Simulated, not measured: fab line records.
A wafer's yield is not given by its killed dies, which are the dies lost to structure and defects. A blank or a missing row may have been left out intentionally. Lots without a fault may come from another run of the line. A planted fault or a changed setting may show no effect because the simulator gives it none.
fab line records	flow nandHarc
[record] lots = 11	wafers = 33	lastDay = 22
route steps=1159 shown P_M1@296 END@1159
lots with no fault: from the same line, run without faults
startH: start of the lot's first displayed wafer, in hours after the record's first day	waitH: hours elapsed since this lot's preceding step	" the same as in the row above	L1.1+2: a row that stands for several wafers	- no value present, or no start provided	* or withheld: withheld	< > ~ a bound
route shown NAME@n: names a module that has steps shown in the file, with the first one's number in the route	usual: average and standard deviation across the fault-free wafers	same: alike in all rows	chamber/n: place in a boat	sites: each site's reading	_std_site: the standard deviation of these	_edge_site: inner sites' mean taken away from outer sites' mean	radiusMm: for every site, how far away it sits from the centre of the wafer	mask NAME#n: copy n	behind: the last tool/chamber to shape the wafer	hold: why the lot was held/for how many hours/how that ended	device: transistor that didn't switch, given as n, p or np	end of line: the route-end tests of the same wafers	a step without rows: its recipe alone	killed: dies lost to structure and defects at the first sort, not the wafer's yield	map: dies across one wafer; x = killed, . = not, _ = none there
set.NAME: the run value of the setting; set.NAME@STEP: its run value at that earlier step	model.NAME: the simulator's own value behind a step, which no gauge read
the route's steps for a sample of lots (tables are steps, rows are wafers)
services: when a tool's chamber went out of use (startH, in hours from the record's first day, below 0 if earlier), for how many hours, and the reason
[[steps]]
[step NHARC_P_M1_OVL_MEAS_10]
[recipe] pitchNm = 260
[usual] overlayXNm = -0.1/1	overlayYNm = -0.2/0.78
lot.wafer	tool	chamber	startH	waitH	overlayXNm	overlayYNm
L288.1	overlay-02	-	113.29	-	0.7	-0.7
L288.3	"	-	"	"	0.5	-0.2
L288.4	"	-	"	"	-0.2	0.4
L290.1	overlay-01	-	122.93	-	-0.9	-0.8
L290.2	"	-	"	"	-0.7	-1.0
L290.6	"	-	"	"	-0.3	-0.3
L289.3	overlay-02	-	123.41	-	-2.0	-0.9
L289.4	"	-	"	"	-2.0	-0.5
L289.5	"	-	"	"	-2.1	-0.5
L292.1	overlay-01	-	140.97	-	0.4	-0.9
L292.3	"	-	"	"	0.6	-0.9
L292.6	"	-	"	"	0.8	-0.7
L293.1	overlay-01	-	150.62	-	-0.4	-1.3
L293.3	"	-	"	"	-0.6	-0.6
L293.5	"	-	"	"	-0.7	-1.4
L294.1	overlay-01	-	156.47	-	-0.5	-0.9
L294.4	"	-	"	"	-1.1	-0.1
L294.5	"	-	"	"	-1.5	-0.2
L297.1	overlay-01	-	172.51	-	-0.8	0.7
L297.2	"	-	"	"	-1.0	1.3
L297.5	"	-	"	"	-0.7	1.1
L298.3	overlay-01	-	178.37	-	0.8	0.5
L298.4	"	-	"	"	1.0	0.8
L298.5	"	-	"	"	0.8	0.6
L300.1	overlay-02	-	198.68	-	0.0	-0.7
L300.3	"	-	"	"	0.1	-0.3
L300.5	"	-	"	"	0.1	-0.7
L302.2	overlay-01	-	198.96	-	-0.7	-0.9
L302.3	"	-	"	"	-1.5	-0.2
L302.4	"	-	"	"	-1.2	-0.3
L303.4	overlay-01	-	208.49	-	-0.5	0.2
L303.5	"	-	"	"	-0.1	0.0
L303.6	"	-	"	"	-0.3	0.2
[step NHARC_P_M1_ETCH_35]
[recipe] targetDepthA = 400	overetchA = 120	timeS = 43.94	ionEnergyEv = 200	n2FlowSccm = 150	h2FlowSccm = 150	arFlowSccm = 0	rfW = 400	biasW = 150	chemistry = N2/H2
[usual] chamberPressureMTorr = 30.001/0.028	drypumpMotorCurrentA = 5.7/0.37	oesProductAu = 1.001/0.0087	rfVppV = 431.1/3	showerheadPlenumPTorr = 2.06/0.1	throttleValvePct = 14.171/0.0094
lot.wafer	tool	chamber	startH	waitH	chamberPressureMTorr	drypumpMotorCurrentA	oesProductAu	rfHoursCounterH	rfVppV	showerheadPlenumPTorr	throttleValvePct
L288.1	rieDiel-01	0	113.50	0.1	30.037	5.3	1.000	3	433.5	2.14	14.161
L288.3	"	1	"	"	30.037	6.1	1.017	4	428.4	1.97	14.157
L288.4	"	2	"	"	30.064	5.0	1.005	4	431.6	2.06	14.164
L290.1	rieDiel-12	1	123.11	0.1	29.996	5.1	1.004	5	435.0	2.20	14.169
L290.2	"	3	"	"	29.971	5.9	1.002	6	434.4	2.19	14.169
L290.6	"	2	"	"	30.058	5.6	0.996	-	433.7	2.11	14.171
L289.3	rieDiel-08	1	123.59	0.1	30.011	5.7	1.006	10	430.9	2.01	14.169
L289.4	"	2	"	"	29.991	6.2	1.003	10	425.2	1.90	14.184
L289.5	"	2	"	"	30.041	6.2	1.003	-	427.5	1.90	14.161
L292.3	rieDiel-08	0	141.16	0.1	30.003	6.1	0.994	1	432.8	2.09	14.195
L292.1	"	2	"	"	30.056	6.2	1.009	0	428.2	1.90	14.173
L292.6	"	0	"	"	29.996	6.1	0.998	-	431.3	2.09	14.171
L293.1	rieDiel-12	1	150.81	0.1	29.966	5.2	1.002	7	434.6	2.20	14.173
L293.3	"	2	"	"	29.962	5.6	1.000	9	432.5	2.11	14.163
L293.5	"	3	"	"	29.990	6.0	1.010	-	433.9	2.19	14.175
L294.4	rieDiel-08	3	156.65	0.1	29.990	5.5	0.989	2	436.2	2.18	14.159
L294.1	"	0	"	"	30.041	6.1	0.998	2	431.5	2.09	14.176
L294.5	"	3	"	"	30.053	5.5	0.985	-	433.7	2.18	14.183
L297.1	rieDiel-12	0	172.70	0.1	30.015	5.7	1.009	9	429.0	1.98	14.168
L297.2	"	1	"	"	30.004	5.1	0.992	9	435.5	2.20	14.164
L297.5	"	3	"	"	29.985	6.0	1.000	-	434.4	2.19	14.175
L298.4	rieDiel-01	1	178.55	0.1	29.987	6.0	1.011	1	427.6	1.97	14.187
L298.3	"	0	"	"	29.979	5.3	1.010	1	433.9	2.13	14.183
L298.5	"	2	"	"	29.970	5.0	0.997	-	430.8	2.06	14.161
L300.3	rieDiel-01	1	198.87	0.1	30.028	6.0	1.004	1	428.1	1.97	14.170
L300.1	"	2	"	"	29.984	5.0	1.007	1	430.4	2.06	14.172
L300.5	"	1	"	"	29.989	6.0	1.001	-	428.8	1.97	14.178
L302.2	rieDiel-12	3	199.16	0.1	30.001	5.9	1.000	12	435.5	2.19	14.160
L302.3	"	0	"	"	29.999	5.7	1.013	10	429.8	1.98	14.176
L302.4	"	0	"	"	30.004	5.7	1.013	-	429.0	1.98	14.189
L303.4	rieDiel-08	0	208.67	0.1	30.006	6.1	0.996	5	432.9	2.09	14.172
L303.5	"	3	"	"	30.015	5.4	1.000	-	433.4	2.18	14.172
L303.6	"	0	"	"	30.014	6.1	1.001	-	432.0	2.09	14.185
[step NHARC_P_M1_CD_MEAS_16]
[usual] cdNm = 130.1/0.74
lot.wafer	tool	chamber	startH	waitH	cdNm
L288.1	cdSem-02	-	113.73	-	131.0
L288.3	"	-	"	"	129.7
L288.4	"	-	"	"	130.5
L290.1	cdSem-01	-	123.33	-	130.6
L290.2	"	-	"	"	130.0
L290.6	"	-	"	"	130.4
L289.3	cdSem-03	-	123.81	-	129.6
L289.4	"	-	"	"	129.7
L289.5	"	-	"	"	128.9
L292.1	cdSem-03	-	141.38	-	131.9
L292.3	"	-	"	"	131.2
L292.6	"	-	"	"	129.6
L293.1	cdSem-03	-	151.02	-	130.1
L293.3	"	-	"	"	128.8
L293.5	"	-	"	"	129.2
L294.1	cdSem-02	-	156.87	-	129.5
L294.4	"	-	"	"	128.1
L294.5	"	-	"	"	129.1
L297.1	cdSem-02	-	172.92	-	129.3
L297.2	"	-	"	"	128.7
L297.5	"	-	"	"	130.2
L298.3	cdSem-03	-	178.78	-	130.5
L298.4	"	-	"	"	130.4
L298.5	"	-	"	"	130.0
L300.1	cdSem-01	-	199.09	-	129.7
L300.3	"	-	"	"	128.9
L300.5	"	-	"	"	129.7
L302.2	cdSem-03	-	199.41	-	129.1
L302.3	"	-	"	"	130.1
L302.4	"	-	"	"	130.6
L303.4	cdSem-02	-	208.90	-	129.5
L303.5	"	-	"	"	129.2
L303.6	"	-	"	"	129.6
[step NHARC_P_M1_ECD_22]
[recipe] targetThkA = 4000	bathTempC = 25	material = Cu
lot.wafer	tool	chamber	startH	waitH
L288.1+3+4	ecdCu-01	1,1,0	114.81	-
L290.1+2+6	ecdCu-02	1,0,0	124.77	-
L289.4+3+5	ecdCu-02	0,1,0	125.17	-
L292.1+3+6	ecdCu-02	1	142.50	-
L293.1+3+5	ecdCu-01	1,0,0	152.10	-
L294.1+4+5	ecdCu-02	0,1,0	158.01	-
L297.2+1+5	ecdCu-02	0,1,1	174.12	-
L298.3+4+5	ecdCu-01	1,0,1	179.96	-
L300.1+3+5	ecdCu-02	0,1,1	200.16	-
L302.2+4+3	ecdCu-02	1,1,0	200.54	-
L303.4+6+5	ecdCu-02	1,0,1	210.13	-
[step NHARC_P_M1_CMP_23]
[recipe] tOverpolishS = 20	targetThkNm = 157.82
[usual] motorCurrentA = 11.7/1	slurryFilterDpKPa = 13.50/0.15	timeToEndpointS = 28.5/2.1
lot.wafer	tool	chamber	startH	waitH	motorCurrentA	slurryFilterDpKPa	timeToEndpointS
L288.3	cmp-02	1	115.54	-	11.4	13.40	27.9
L288.4	"	3	"	"	10.5	13.32	30.3
L288.1	"	0	"	"	13.0	13.66	25.9
L290.2	cmp-02	2	125.49	-	10.8	13.37	26.8
L290.1	"	0	"	"	12.9	13.69	27.4
L290.6	"	3	"	"	10.0	13.80	28.2
L289.4	cmp-02	1	125.84	-	11.9	13.15	33.2
L289.3	"	3	"	"	10.1	13.47	30.7
L289.5	"	2	"	"	11.0	13.48	30.3
L292.1	cmp-03	3	143.23	-	11.5	13.52	29.3
L292.3	"	0	"	"	10.8	13.54	30.7
L292.6	"	1	"	"	10.1	13.44	29.6
L293.3	cmp-01	2	152.88	-	11.6	13.58	29.7
L293.1	"	3	"	"	11.7	13.51	27.0
L293.5	"	0	"	"	12.0	13.70	28.7
L294.4	cmp-01	2	158.74	-	11.7	13.49	28.1
L294.1	"	3	"	"	12.0	13.52	25.5
L294.5	"	0	"	"	12.2	13.50	27.5
L297.2	cmp-03	2	174.84	-	12.9	13.55	28.6
L297.1	"	0	"	"	10.4	13.45	28.8
L297.5	"	2	"	"	13.3	13.61	26.9
L298.3	cmp-02	3	180.64	-	10.2	13.35	32.4
L298.4	"	0	"	"	12.5	13.57	26.9
L298.5	"	1	"	"	12.3	13.45	28.7
L300.3	cmp-02	3	200.91	-	10.2	13.36	29.5
L300.1	"	1	"	"	11.4	13.80	29.9
L300.5	"	3	"	"	10.3	13.47	29.5
L302.2	cmp-03	1	201.26	-	10.6	13.54	32.6
L302.3	"	2	"	"	13.9	13.54	28.2
L302.4	"	0	"	"	10.7	13.42	30.6
L303.4	cmp-01	0	210.73	-	12.1	13.41	25.3
L303.5	"	3	"	"	12.0	13.55	26.0
L303.6	"	0	"	"	12.8	13.31	13.0
[step NHARC_END_SORT_01]
[recipe] tempC = 25
[usual] defectLimitedYield = 95.4/1.7	killedAtArray = 27/11	killedAtOther = 0.6/0.89	killedAtPeriphery = 3.0/2.4	killedDies = 31/12	killedOpen = 3.2/1.6	killedShort = 2.0/1.5	sort_bin_2_pct = 1.5/0.69	sort_bin_3_pct = 0.23/0.22	sort_bin_4_pct = 2.9/1.1	sortNPass = 646/12	sortRimYieldPct = 94/3.3	sortYieldPct = 95.4/1.7
[same] grossDies = 677	sort_bin_5_pct[%] = 0	sort_bin_6_pct[%] = 0	sort_bin_7_pct[%] = 0	sort_bin_8_pct[%] = 0	sortRimNGross = 106.00
lot.wafer	tool	chamber	startH	waitH	defectLimitedYield[%]	killedAtArray	killedAtOther	killedAtPeriphery	killedDies	killedOpen	killedShort	sort_bin_2_pct[%]	sort_bin_3_pct[%]	sort_bin_4_pct[%]	sortNPass	sortRimYieldPct[%]	sortYieldPct[%]
L288.1	prober-02	0	448.96	2.5	95.3	27	1	4	32	3	1	1.6	0.30	2.8	645	94	95.3
L288.3	prober-02	0	450.58	3.1	95.6	26	1	3	30	3	1	1.9	0.15	2.4	647	94	95.6
L288.4	prober-02	0	451.39	3.4	95.1	31	0	2	33	2	2	1.3	0.30	3.2	644	92	95.1
L290.1	prober-01	0	449.02	2.5	97.5	16	0	1	17	4	2	0.7	0	1.8	660	98	97.5
L290.2	prober-01	0	449.82	2.8	96.2	23	0	3	26	3	2	1.0	0.44	2.4	651	95	96.2
L290.6	prober-01	0	453.00	4.0	96.6	19	3	1	23	3	2	1.0	0.30	2.1	654	95	96.6
L289.3	prober-01	0	458.34	3.1	95.9	23	1	4	28	3	0	0.4	0.15	3.5	649	91	95.9
L289.4	prober-01	0	459.14	3.4	96.3	21	0	4	25	2	0	1.5	0.30	1.9	652	98	96.3
L289.5	prober-01	0	459.93	3.7	95.0	33	0	1	34	2	4	1.3	0	3.7	643	91	95.0
L292.1	prober-01	0	472.20	2.5	93.8	38	0	4	42	5	1	2.4	0.30	3.5	635	92	93.8
L292.3	prober-01	0	473.80	3.1	93.5	36	0	8	44	5	1	1.5	0	5.0	633	92	93.5
L292.6	prober-01	0	476.20	4.0	93.2	35	0	11	46	4	3	2.4	0.44	4.0	631	92	93.2
L294.1	prober-02	0	472.58	2.5	96.9	13	0	8	21	6	1	1.2	0	1.9	656	92	96.9
L294.4	prober-02	0	474.99	3.4	96.2	16	2	8	26	5	3	1.3	0.15	2.4	651	96	96.2
L294.5	prober-02	0	475.79	3.7	97.2	17	0	2	19	2	2	1.6	0.15	1.0	658	95	97.2
L293.1	prober-01	0	480.02	2.5	97.3	15	0	3	18	2	2	0.9	0.15	1.6	659	98	97.3
L293.3	prober-01	0	481.62	3.1	97.8	12	0	3	15	2	2	0.9	0.15	1.2	662	99	97.8
L293.5	prober-01	0	483.23	3.7	98.5	10	0	0	10	3	1	0.3	0	1.2	667	98	98.5
L297.1	prober-02	0	498.77	2.4	94.1	37	1	2	40	0	2	1.8	0	4.1	637	92	94.1
L297.2	prober-02	0	499.57	2.8	95.0	31	0	3	34	6	0	2.1	0	3.0	643	96	95.0
L297.5	prober-02	0	501.97	3.7	94.1	38	1	1	40	5	4	2.5	0.15	3.2	637	94	94.1
L298.3	prober-01	0	500.48	3.1	95.0	30	1	3	34	5	2	1.3	0.30	3.4	643	91	95.0
L298.4	prober-01	0	501.29	3.4	95.0	31	0	3	34	2	2	1.5	0.15	3.4	643	97	95.0
L298.5	prober-01	0	502.10	3.7	95.6	25	0	5	30	3	6	1.6	0.44	2.4	647	97	95.6
L302.2	prober-01	0	517.62	2.8	95.3	29	2	1	32	5	3	2.1	0.15	2.5	645	93	95.3
L302.3	prober-01	0	518.42	3.1	94.4	35	0	3	38	3	3	0.6	0.89	4.1	639	94	94.4
L302.4	prober-01	0	519.22	3.4	94.5	30	1	6	37	5	4	1.5	0.44	3.5	640	92	94.5
L303.4	prober-02	0	519.34	3.4	95.6	30	0	0	30	5	1	0.7	0.15	3.5	647	97	95.6
L303.5	prober-02	0	520.15	3.7	96.2	24	1	1	26	3	2	1.5	0	2.4	651	93	96.2
L303.6	prober-02	0	520.96	4.0	96.2	22	1	3	26	2	4	0.9	0.44	2.5	651	97	96.2
L300.1	prober-01	0	524.60	2.5	96.2	23	0	3	26	2	2	1.0	0	2.8	651	97	96.2
L300.3	prober-01	0	526.22	3.1	94.7	31	0	5	36	2	3	2.1	0	3.2	641	97	94.7
L300.5	prober-01	0	527.84	3.7	95.6	27	1	2	30	2	3	1.5	0	3.0	647	93	95.6
// killed by level:class
L288.1 A_CHANNEL_HOLE_D1:chamberFilmFlake=12 A_SLIT:chamberFilmFlake=7 A_CONTACT:chamberFilmFlake=3 P_STI:chamberFilmFlake=2 A_ZERO_WELL:chamberFilmFlake=2 P_CONTACT:geometricParticle:open=1 P_CONTACT:geometricParticle:short=1 A_ONON_D1:geometricParticle:open=1
L290.1 A_SLIT:chamberFilmFlake=5 A_CONTACT:chamberFilmFlake=4 A_M0:geometricParticle:open=2 P_M0:geometricParticle:open=1 A_CHANNEL_HOLE_D1:geometricParticle:short=1 A_SGD_CUT:geometricParticle:open=1 A_WL_FILL:geometricParticle:short=1 A_CHANNEL_HOLE_D1:chamberFilmFlake=1
L290.2 A_SLIT:chamberFilmFlake=12 A_CONTACT:chamberFilmFlake=4 A_STAIRCASE:chamberFilmFlake=2 P_M0:geometricParticle:open=1 P_M1:geometricParticle:short=1 A_CONTACT:geometricParticle:open=1 A_M0:geometricParticle:open=1 A_M1:geometricParticle:short=1
L288.3 A_SLIT:chamberFilmFlake=11 A_CHANNEL_HOLE_D1:chamberFilmFlake=10 P_STI:chamberFilmFlake=2 A_STAIRCASE:chamberFilmFlake=2 P_M1:geometricParticle:open=1 A_SGD_CUT:geometricParticle:open=1 A_M0:geometricParticle:open=1 STARTING-WAFER:geometricParticle:short=1
L288.4 A_CHANNEL_HOLE_D1:chamberFilmFlake=11 A_SLIT:chamberFilmFlake=11 A_STAIRCASE:chamberFilmFlake=3 A_CONTACT:chamberFilmFlake=3 A_WL_FILL:geometricParticle:short=2 P_CONTACT:geometricParticle:open=1 P_M1:geometricParticle:open=1 A_WL_FILL:chamberFilmFlake=1
L290.6 A_SLIT:chamberFilmFlake=10 HYBRID_BOND:chamberFilmFlake=3 A_CONTACT:chamberFilmFlake=2 P_CONTACT:geometricParticle:open=1 A_CHANNEL_HOLE_D1:geometricParticle:short=1 A_CHANNEL_HOLE_D1:geometricParticle:open=1 A_CONTACT:geometricParticle:open=1 A_BLC:geometricParticle:short=1
L289.3 A_CHANNEL_HOLE_D1:chamberFilmFlake=9 A_SLIT:chamberFilmFlake=9 A_M0:geometricParticle:open=2 P_STI:chamberFilmFlake=2 A_STAIRCASE:chamberFilmFlake=2 P_CONTACT:geometricParticle:open=1 P_GATE:chamberFilmFlake=1 A_CONTACT:chamberFilmFlake=1
L289.4 A_CHANNEL_HOLE_D1:chamberFilmFlake=8 A_SLIT:chamberFilmFlake=7 A_STAIRCASE:chamberFilmFlake=3 P_GATE:chamberFilmFlake=2 P_GATE:geometricParticle:open=1 A_CONTACT:geometricParticle:open=1 P_STI:chamberFilmFlake=1 A_CONTACT:chamberFilmFlake=1
L289.5 A_CHANNEL_HOLE_D1:chamberFilmFlake=14 A_SLIT:chamberFilmFlake=6 A_WL_FILL:chamberFilmFlake=3 A_CONTACT:chamberFilmFlake=2 A_ONON_D1:geometricParticle:open=1 A_CHANNEL_HOLE_D1:geometricParticle:short=1 A_CHANNEL_FILL_D1:geometricParticle:short=1 A_CONTACT:geometricParticle:open=1
L292.1 A_STAIRCASE:chamberFilmFlake=10 A_CHANNEL_HOLE_D1:chamberFilmFlake=9 A_SLIT:chamberFilmFlake=7 A_ZERO_WELL:chamberFilmFlake=3 A_CONTACT:chamberFilmFlake=3 A_CONTACT:geometricParticle:open=2 P_M1:chamberFilmFlake=2 P_M0:geometricParticle:open=1
L294.1 A_CHANNEL_HOLE_D1:chamberFilmFlake=7 P_M0:geometricParticle:open=3 P_STI:chamberFilmFlake=3 A_CONTACT:chamberFilmFlake=3 A_CHANNEL_FILL_D1:geometricParticle:open=2 P_CONTACT:geometricParticle:short=1 A_ONON_D1:geometricParticle:open=1 P_M2:chamberFilmFlake=1
L292.3 A_CHANNEL_HOLE_D1:chamberFilmFlake=12 A_SLIT:chamberFilmFlake=11 A_STAIRCASE:chamberFilmFlake=8 P_M0:geometricParticle:open=2 P_M1:chamberFilmFlake=2 A_CONTACT:chamberFilmFlake=2 P_CONTACT:geometricParticle:short=1 P_CONTACT:geometricParticle:open=1
L294.4 A_CHANNEL_HOLE_D1:chamberFilmFlake=6 A_CONTACT:chamberFilmFlake=3 P_M0:geometricParticle:open=2 A_ONON_D1:geometricParticle:open=2 A_STAIRCASE:chamberFilmFlake=2 A_SLIT:chamberFilmFlake=2 THIN_TSV:chamberFilmFlake=2 P_CONTACT:geometricParticle:short=1
L294.5 A_CHANNEL_HOLE_D1:chamberFilmFlake=7 A_CONTACT:chamberFilmFlake=5 A_ONON_D1:geometricParticle:short=1 A_WL_FILL:geometricParticle:open=1 A_CONTACT:geometricParticle:short=1 A_BLC:geometricParticle:open=1 P_ZERO_WELL:chamberFilmFlake=1 P_STI:chamberFilmFlake=1
L292.6 A_CHANNEL_HOLE_D1:chamberFilmFlake=15 A_STAIRCASE:chamberFilmFlake=11 A_SLIT:chamberFilmFlake=7 P_CONTACT:geometricParticle:short=3 P_ZERO_WELL:chamberFilmFlake=2 P_M1:chamberFilmFlake=2 P_M2:chamberFilmFlake=2 P_GATE:geometricParticle:open=1
L293.1 A_SLIT:chamberFilmFlake=5 A_CONTACT:chamberFilmFlake=4 A_CHANNEL_HOLE_D1:chamberFilmFlake=2 A_STAIRCASE:chamberFilmFlake=2 P_CONTACT:geometricParticle:open=1 P_M0:geometricParticle:open=1 A_SGD_CUT:geometricParticle:short=1 A_WL_FILL:geometricParticle:short=1
L293.3 A_CHANNEL_HOLE_D1:chamberFilmFlake=5 A_CONTACT:chamberFilmFlake=3 P_ZERO_WELL:chamberFilmFlake=2 P_GATE:geometricParticle:short=1 A_SOURCE_PLATE:geometricParticle:short=1 A_SOURCE_PLATE:geometricParticle:open=1 A_CONTACT:geometricParticle:open=1 A_STAIRCASE:chamberFilmFlake=1
L293.5 A_CHANNEL_HOLE_D1:chamberFilmFlake=2 A_STAIRCASE:chamberFilmFlake=2 A_CHANNEL_HOLE_D1:geometricParticle:short=1 A_CHANNEL_FILL_D1:geometricParticle:open=1 A_WL_FILL:geometricParticle:open=1 A_M0:geometricParticle:open=1 A_SLIT:chamberFilmFlake=1 A_CONTACT:chamberFilmFlake=1
L297.1 A_CHANNEL_HOLE_D1:chamberFilmFlake=13 A_SLIT:chamberFilmFlake=8 A_STAIRCASE:chamberFilmFlake=6 A_CONTACT:chamberFilmFlake=6 P_GATE:chamberFilmFlake=2 A_ZERO_WELL:chamberFilmFlake=2 A_CHANNEL_FILL_D1:geometricParticle:short=1 A_WL_FILL:geometricParticle:short=1
L297.2 A_CHANNEL_HOLE_D1:chamberFilmFlake=13 A_SLIT:chamberFilmFlake=8 A_CONTACT:geometricParticle:open=2 A_M0:geometricParticle:open=2 A_CONTACT:chamberFilmFlake=2 P_M1:geometricParticle:open=1 A_BLC:geometricParticle:open=1 P_STI:chamberFilmFlake=1
L298.3 A_CHANNEL_HOLE_D1:chamberFilmFlake=13 A_SGD_CUT:chamberFilmFlake=7 A_STAIRCASE:chamberFilmFlake=3 P_M0:geometricParticle:short=1 P_M2:geometricParticle:open=1 A_SOURCE_PLATE:geometricParticle:short=1 A_ONON_D1:geometricParticle:open=1 A_CHANNEL_FILL_D1:geometricParticle:open=1
L298.4 A_CHANNEL_HOLE_D1:chamberFilmFlake=15 A_STAIRCASE:chamberFilmFlake=5 A_SGD_CUT:chamberFilmFlake=5 A_CONTACT:chamberFilmFlake=4 P_CONTACT:geometricParticle:open=1 P_M0:geometricParticle:open=1 A_CONTACT:geometricParticle:short=1 A_BLC:geometricParticle:short=1
L297.5 A_CHANNEL_HOLE_D1:chamberFilmFlake=18 A_SLIT:chamberFilmFlake=9 A_SGD_CUT:geometricParticle:short=2 A_ZERO_WELL:chamberFilmFlake=2 P_CONTACT:geometricParticle:open=1 A_CHANNEL_HOLE_D1:geometricParticle:short=1 A_SGD_CUT:geometricParticle:open=1 A_WL_FILL:geometricParticle:open=1
L298.5 A_CHANNEL_HOLE_D1:chamberFilmFlake=12 A_ONON_D1:geometricParticle:short=2 A_WL_FILL:geometricParticle:short=2 A_STAIRCASE:chamberFilmFlake=2 A_SGD_CUT:chamberFilmFlake=2 A_CONTACT:chamberFilmFlake=2 P_STI:geometricParticle:short=1 P_M0:geometricParticle:short=1
L302.2 A_SLIT:chamberFilmFlake=10 A_CONTACT:chamberFilmFlake=5 A_CHANNEL_HOLE_D1:chamberFilmFlake=4 A_M0:geometricParticle:open=3 STARTING-WAFER:geometricParticle:short=2 A_STAIRCASE:chamberFilmFlake=2 A_M0:chamberFilmFlake=2 P_STI:geometricParticle:short=1
L302.3 A_CONTACT:chamberFilmFlake=8 A_SLIT:chamberFilmFlake=6 A_STAIRCASE:chamberFilmFlake=4 A_ZERO_WELL:chamberFilmFlake=3 A_SGD_CUT:chamberFilmFlake=3 A_WL_FILL:chamberFilmFlake=3 A_ONON_D1:geometricParticle:open=2 P_GATE:chamberFilmFlake=2
L302.4 A_SLIT:chamberFilmFlake=8 A_CHANNEL_HOLE_D1:chamberFilmFlake=6 A_SGD_CUT:chamberFilmFlake=4 A_WL_FILL:chamberFilmFlake=3 P_CONTACT:geometricParticle:open=2 A_CONTACT:chamberFilmFlake=2 P_M0:geometricParticle:short=1 A_ONON_D1:geometricParticle:open=1
L303.4 A_CHANNEL_HOLE_D1:chamberFilmFlake=14 A_STAIRCASE:chamberFilmFlake=7 A_CONTACT:geometricParticle:open=3 A_CONTACT:chamberFilmFlake=2 A_ONON_D1:geometricParticle:open=1 A_WL_FILL:geometricParticle:short=1 A_M0:geometricParticle:open=1 A_SLIT:chamberFilmFlake=1
L303.5 A_CHANNEL_HOLE_D1:chamberFilmFlake=15 A_ONON_D1:geometricParticle:open=2 A_STAIRCASE:chamberFilmFlake=2 A_CONTACT:chamberFilmFlake=2 P_GATE:geometricParticle:open=1 A_WL_FILL:geometricParticle:short=1 A_M0:geometricParticle:short=1 A_ZERO_WELL:chamberFilmFlake=1
L303.6 A_CHANNEL_HOLE_D1:chamberFilmFlake=15 P_CONTACT:geometricParticle:short=2 A_CONTACT:geometricParticle:open=2 A_STAIRCASE:chamberFilmFlake=2 A_CONTACT:chamberFilmFlake=2 P_M0:geometricParticle:short=1 STARTING-WAFER:geometricParticle:short=1 A_WL_FILL:chamberFilmFlake=1
L300.1 A_CHANNEL_HOLE_D1:chamberFilmFlake=11 A_CONTACT:chamberFilmFlake=6 A_CHANNEL_FILL_D1:geometricParticle:short=1 A_WL_FILL:geometricParticle:open=1 A_M1:geometricParticle:open=1 A_M1:geometricParticle:short=1 P_ZERO_WELL:chamberFilmFlake=1 P_GATE:chamberFilmFlake=1
L300.3 A_CHANNEL_HOLE_D1:chamberFilmFlake=13 A_CONTACT:chamberFilmFlake=10 P_ZERO_WELL:chamberFilmFlake=3 A_WL_FILL:geometricParticle:short=2 A_ONON_D1:geometricParticle:short=1 A_ONON_D1:geometricParticle:open=1 A_BLC:geometricParticle:open=1 P_M0:chamberFilmFlake=1
L300.5 A_CHANNEL_HOLE_D1:chamberFilmFlake=14 A_CONTACT:chamberFilmFlake=5 A_WL_FILL:geometricParticle:short=2 P_M0:chamberFilmFlake=2 A_STAIRCASE:chamberFilmFlake=2 A_WL_FILL:geometricParticle:open=1 A_CONTACT:geometricParticle:open=1 STARTING-WAFER:geometricParticle:short=1
[[services]]
tool	chamber	startH	hours	kind
rieDiel-08	0	90.01	22.7	repair
ecdCu-01	-	96.29	8.0	pm
cmp-02	-	112.26	1.0	repair
cmp-01	-	121.33	1.1	repair
rieDiel-08	-	124.80	9.0	pm
cmp-02	-	128.52	4.0	pm
cmp-02	-	132.52	-	consumableReplace:conditioner
cmp-01	-	137.35	0.7	repair
rieDiel-01	-	137.80	9.0	pm
cmp-01	-	143.86	4.0	repair
rieDiel-01	3	155.04	10.5	repair
cmp-03	-	156.11	4.0	pm
cmp-02	-	158.80	0.5	repair
ecdCu-02	-	169.64	1.8	repair
cmp-01	-	171.43	2.1	repair
ecdCu-02	-	178.05	0.6	repair
cmp-01	-	179.63	4.0	pm
ecdCu-02	-	180.09	8.0	pm
rieDiel-08	0	191.14	2.5	repair
cmp-03	-	192.59	2.0	repair
rieDiel-12	2	193.05	9.4	repair
rieDiel-12	-	202.42	9.0	pm
cmp-02	-	205.44	1.8	repair
cmp-02	-	207.92	1.2	repair
[[key]]
[firstSign] step = NHARC_P_M1_CMP_23	reading = timeToEndpointS	direction = down	sigmas = 7.3	usual = *	struck = *
effect none on later readings
metAt NHARC_P_M1_ECD_22
struckLots L303
struckWafers L303.6
notActingAt NHARC_P_M1_OVL_MEAS_10,NHARC_P_M1_ETCH_35,NHARC_P_M1_CD_MEAS_16
onsetBetween 200.54 210.13
[fault] kind = processParameterDrift	tool = ecdCu-02	chamber = -	onsetH = 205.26	steps = NHARC_P_M1_ECD_22	channel = targetThkA	offset = *	shape = step	endH = 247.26	scope = struckWafersOnly	actsIn = *	stated = *
